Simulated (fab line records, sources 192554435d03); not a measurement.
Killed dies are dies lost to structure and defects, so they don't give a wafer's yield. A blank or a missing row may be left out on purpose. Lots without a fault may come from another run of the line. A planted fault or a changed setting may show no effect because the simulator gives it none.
Chamber matching | flow n5_finfet | N5_ILD0_CMP_12 on cmp-01: 4 sister chambers
The step polishes SiNx, stops on poly-Si, t overpolish 6 s, target thk 17.67 nm. 4 wafers are shown with their chamber, then 10 later ones without.

WAFERS WITH THEIR CHAMBER
wafer  | chamber | motor_current_A (A)
L091.4 | 3       | 9.4
L091.6 | 1       | 8.5
L092.2 | 2       | 9.7
L092.4 | 0       | 10.3

WAFERS WITHOUT THEIR CHAMBER
wafer  | motor_current_A (A)
L092.6 | 9.1
L095.1 | 10.0
L095.2 | 8.4
L095.5 | 9.5
L096.2 | 8.3
L096.4 | 10.2
L096.6 | 10.2
L097.3 | 10.0
L097.5 | 9.3
L097.6 | 9.7

WHICH CHAMBER EACH WENT THROUGH
wafer  | from the rows above          | in truth
L092.6 | can't be placed: 3 or 1 or 2 | 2
L095.1 | can't be placed: 0 or 2 or 3 | 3
L095.2 | 1                            | 1
L095.5 | can't be placed: 3 or 2      | 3
L096.2 | 1                            | 1
L096.4 | 0                            | 0
L096.6 | 0                            | 0
L097.3 | can't be placed: 0 or 2 or 3 | 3
L097.5 | can't be placed: 3 or 2      | 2
L097.6 | can't be placed: 2 or 3      | 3
Placed correctly: 4 of 10. Can't be placed from these rows: 6 (the true chamber is among the candidates in 6). Placed wrongly: 0.
How it was worked out, from the rows above alone: a wafer's distance from a chamber is the root of the sum, over the readings, of the square of ((its reading less the chamber's mean) divided by the reading's scatter). The wafer belongs to the nearest chamber; if the next one is less than 2 further off, it can't be placed. A chamber's mean is the mean of its shown wafers. The scatter: with one shown wafer a chamber, the root of the mean of the squares of how far each hidden wafer lies from its nearest shown one.
